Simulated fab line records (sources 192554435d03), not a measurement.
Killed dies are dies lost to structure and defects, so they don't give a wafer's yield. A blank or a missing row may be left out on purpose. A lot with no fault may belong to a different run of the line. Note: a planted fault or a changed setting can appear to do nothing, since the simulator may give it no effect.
Comparing a struck lot with a sound one | flow n5_finfet | 14 out of 1938 route steps
Sound: wafers L977.1, L977.5, L977.6. Struck: wafer L994.4 (left out: L994.5, a lot-mate that was not struck); the cause follows at the end.
For every step that has rows: the tool of each side, followed by ch and its chambers, followed by its first start. Under that, the readings that differ: sound wafers | struck wafers | difference of the means | sigmas: that difference in standard deviations of wafers without a fault.
alike: a reading whose means differ by less than 2 such deviations, as well as words and numbers matching on both sides. not compared: withheld readings; readings where some wafer has no value; bounds like >300 that might hide an equal value; numbers whose values overlap and for which the record gives no deviation.
A row with sigmas, a row that says differs or no value, or rows on one side alone: a step with any of these is where the two part. When numbers do not overlap yet have no deviation, they are printed without sigmas and do not part them. A reading that every wafer of one side lacks parts them only if that side has two wafers or more.

first, 5 steps without rows for these wafers: N5_PASSIVATION_SOFTBAKE_05 (time 90 s); N5_PASSIVATION_EXPOSE_07 (exposes mask TV, defocus 0 nm, target cd 3000 nm); N5_PASSIVATION_PEB_08; N5_PASSIVATION_DEVELOP_09 (develop time 60 s); N5_PASSIVATION_HARDBAKE_11 (time 120 s).
N5_PASSIVATION_CD_MEAS_10: the cd target is 3000 nm.
  sound on cd_sem-01 ch 0, day 12 16:01; struck on cd_sem-01 ch 0, day 17 09:11
  alike: cd_nm
N5_PASSIVATION_OVL_MEAS_60:
  sound on overlay-02 ch 0, day 12 16:03; struck on overlay-02 ch 0, day 17 09:13
  alike: TV_OVL
N5_PASSIVATION_INSPECT_61: inspects for defects (macro).
  sound: defect_inspect-02 at day 12 16:05; struck: defect_inspect-01 at day 17 09:15
  alike: raw_defect_count
N5_PASSIVATION_DESCUM_12: chemistry O2, time 7.9 s.
  sound on rie_diel-06 ch 2,3, day 12 16:07; struck on rie_diel-01 ch 0, day 17 09:34
  alike: drypump_motor_current_A, oes_product_au, rf_vpp_V, showerhead_plenum_p_Torr, throttle_valve_pct
  not compared: rf_hours_counter_h
N5_PASSIVATION_PASS_ETCH_74: etches SiNx in CF4/O2, target depth 220 nm, time 110 s.
  sound on rie_diel-06 ch 2,3, day 12 16:11; struck on rie_diel-01 ch 0, day 17 09:41
  alike: O2_flow_sccm, drypump_motor_current_A, oes_product_au, rf_vpp_V, showerhead_plenum_p_Torr, throttle_valve_pct
  not compared: rf_hours_counter_h
N5_PASSIVATION_VIA_ETCH_13: etches SiO2 in CHF3/O2, target depth 660 nm, time 330 s.
  sound on rie_diel-06 ch 2,3, day 12 16:16; struck on rie_diel-01 ch 0, day 17 09:53
  alike: O2_flow_sccm, drypump_motor_current_A, etch_rf_on_time_s, oes_product_au, rf_vpp_V, showerhead_plenum_p_Torr, throttle_valve_pct
  not compared: rf_hours_counter_h
N5_PASSIVATION_STRIP_14: strips in O2.
  sound on rie_diel-06 ch 2,3, day 12 16:28; struck on rie_diel-01 ch 0, day 17 10:05
  alike: drypump_motor_current_A, oes_product_au, rf_vpp_V, showerhead_plenum_p_Torr, throttle_valve_pct
  not compared: rf_hours_counter_h
N5_PASSIVATION_ETCH_15: etches SiCN in CF4/N2, target depth 75 nm, time 81.2 s.
  sound on rie_diel-06 ch 2,3, day 12 16:31; struck on rie_diel-01 ch 0, day 17 10:11
  reading                  | sound             | struck | difference | sigmas
  oes_product_au (a.u.)    | 0.94 0.94 0.76    | 1.09   | +0.21      | +2
  model.etch.depth_nm (nm) | 66.95 67.17 66.98 | 88.1   | +21.1      |
  alike: drypump_motor_current_A, n2_flow_sccm, rf_vpp_V, showerhead_plenum_p_Torr, throttle_valve_pct
  not compared: rf_hours_counter_h
then, 1 step without rows for these wafers: N5_PASSIVATION_STRIP_73 (strips in post etch residue remover, time 60 s).

== WHERE THEY PART ==
Only at N5_PASSIVATION_ETCH_15, within this record.

WHY: what the simulator had put in
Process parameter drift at N5_PASSIVATION_ETCH_15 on rie_diel-01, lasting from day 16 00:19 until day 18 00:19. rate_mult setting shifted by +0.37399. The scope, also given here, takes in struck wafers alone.
